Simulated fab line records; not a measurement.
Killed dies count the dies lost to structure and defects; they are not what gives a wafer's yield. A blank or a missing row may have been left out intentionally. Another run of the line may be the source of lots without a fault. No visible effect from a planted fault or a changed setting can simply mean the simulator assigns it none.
Which tool did it? ; flow nand_harc ; 13 lots with 39 wafers sampled at 3 steps, on a route of 1302 steps

## WHAT THE GAUGES READ, wafer by wafer
NHARC_A_WL_FILL_INSPECT_15.
lot;measured;on;raw_defect_count
L568;day 21 11:46;defect_inspect-01;537 625 463
L570;day 21 23:04;defect_inspect-01;494 457 469
L569;day 21 22:55;defect_inspect-02;418 432 346
L567;day 21 22:55;defect_inspect-01;367 536 422
L571;day 22 14:54;defect_inspect-02;371 590 502
L576;day 25 00:52;defect_inspect-02;567 291 370
L578;day 25 11:14;defect_inspect-02;413 347 367
L577;day 25 06:52;defect_inspect-01;330 398 558
L579;day 26 07:13;defect_inspect-01;447 475 509
L580;day 27 11:10;defect_inspect-02;563 547 517
L587;day 29 11:52;defect_inspect-02;690 470 636
L588;day 29 17:01;defect_inspect-01;315 305 412
L590;day 31 01:19;defect_inspect-02;655 607 559

## WHAT TOOL EACH LOT RAN ON (gives the tool, then ch and the chambers of the sampled wafers, and finally the start)
lot;NHARC_A_SLIT_DEP_23;NHARC_A_WL_FILL_ETCHBACK_16
L568;pecvd-01 ch 0,1,2, day 20 03:34;rie_diel-05 ch 2,3, day 21 05:14
L570;pecvd-04 ch 0,1, day 20 12:02;rie_diel-04 ch 0,2,3, day 21 16:23
L569;pecvd-02 ch 0,1, day 20 12:02;rie_diel-05 ch 0,1,3, day 21 16:25
L567;pecvd-01 ch 0,1,2, day 20 12:14;rie_diel-01 ch 2,3, day 21 16:26
L571;pecvd-04 ch 0,1,2, day 21 06:45;rie_diel-01 ch 1,3, day 22 07:49
L576;pecvd-04 ch 1,2, day 23 16:38;rie_diel-04 ch 0,3, day 24 18:21
L578;pecvd-02 ch 0,1,2, day 23 16:42;rie_diel-04 ch 0,1,3, day 25 03:26
L577;pecvd-04 ch 0,1, day 23 17:50;rie_diel-04 ch 0,1,3, day 25 00:28
L579;pecvd-02 ch 0,1,2, day 24 21:58;rie_diel-04 ch 1,2,3, day 26 00:33
L580;pecvd-04 ch 0,2, day 25 20:07;rie_diel-04 ch 0,1,2, day 27 04:36
L587;pecvd-02 ch 0,1, day 27 22:35;rie_diel-05 ch 0,1, day 29 05:04
L588;pecvd-01 ch 0,1,2, day 28 06:25;rie_diel-04 ch 0,1, day 29 10:28
L590;pecvd-02 ch 0,2, day 29 14:09;rie_diel-01 ch 0,2,3, day 30 18:49
- NHARC_A_SLIT_DEP_23: deposits SiON, target thk 100 nm.
- NHARC_A_WL_FILL_ETCHBACK_16: etches the open film in C4F8/O2/Ar, target depth 120 nm, time 24 s.

## WHAT THE TOOLS THEMSELVES READ (means of the sampled wafers that have a number; where no wafer has one, the mark that the record gives instead)
NHARC_A_SLIT_DEP_23.
lot;tool;heater_power_w (W)
L568;pecvd-01;807
L570;pecvd-04;842
L569;pecvd-02;681
L567;pecvd-01;845
L571;pecvd-04;869
L576;pecvd-04;855
L578;pecvd-02;694
L577;pecvd-04;839
L579;pecvd-02;713
L580;pecvd-04;893
L587;pecvd-02;723
L588;pecvd-01;841
L590;pecvd-02;722

NHARC_A_WL_FILL_ETCHBACK_16.
lot;tool;oes_product_au (a.u.);rf_vpp_V (V)
L568;rie_diel-05;0.99;724.0
L570;rie_diel-04;0.98;723.9
L569;rie_diel-05;0.93;724.6
L567;rie_diel-01;0.97;725.2
L571;rie_diel-01;1.00;725.6
L576;rie_diel-04;0.94;723.3
L578;rie_diel-04;0.99;722.3
L577;rie_diel-04;0.99;722.4
L579;rie_diel-04;1.01;723.5
L580;rie_diel-04;1.00;722.8
L587;rie_diel-05;1.01;724.3
L588;rie_diel-04;0.68;721.2
L590;rie_diel-01;0.92;725.9

## THE ANSWER, worked out from the rows above alone
Rule: usual is defined by the lots themselves. The widest of any qualifying gaps counts: lots, ordered by their means at a reading, are off when they make up no more than a third of the lots, leave a main group of 4 or more, and stand apart from it by 3 or more times the standard deviation of that group's means. Not used: any main group whose means are identical at the precision the tables above print for the reading. A lot without any number at a reading at which 4 lots or more have one is off too. Where the step has rows for the other lots, those lots are counted as sound. The gauges are gone through in route order, then the tools' own readings, and for those a lot's mean is taken as printed above. At the first step where some lot is off, the reading lying furthest off is the one used; lots without a number count as furthest.
Off, at NHARC_A_WL_FILL_ETCHBACK_16 on oes_product_au: L588. Main group: mean 0.98 a.u., sd 0.03.
A tool fits if, at that step or a process step before it, it ran every lot that is off, and no sound lot after the first of them. This does not decide it: 2 tools fit, namely pecvd-01 at NHARC_A_SLIT_DEP_23 and rie_diel-04 at NHARC_A_WL_FILL_ETCHBACK_16.

## WHAT THE SIMULATOR HAD PUT IN
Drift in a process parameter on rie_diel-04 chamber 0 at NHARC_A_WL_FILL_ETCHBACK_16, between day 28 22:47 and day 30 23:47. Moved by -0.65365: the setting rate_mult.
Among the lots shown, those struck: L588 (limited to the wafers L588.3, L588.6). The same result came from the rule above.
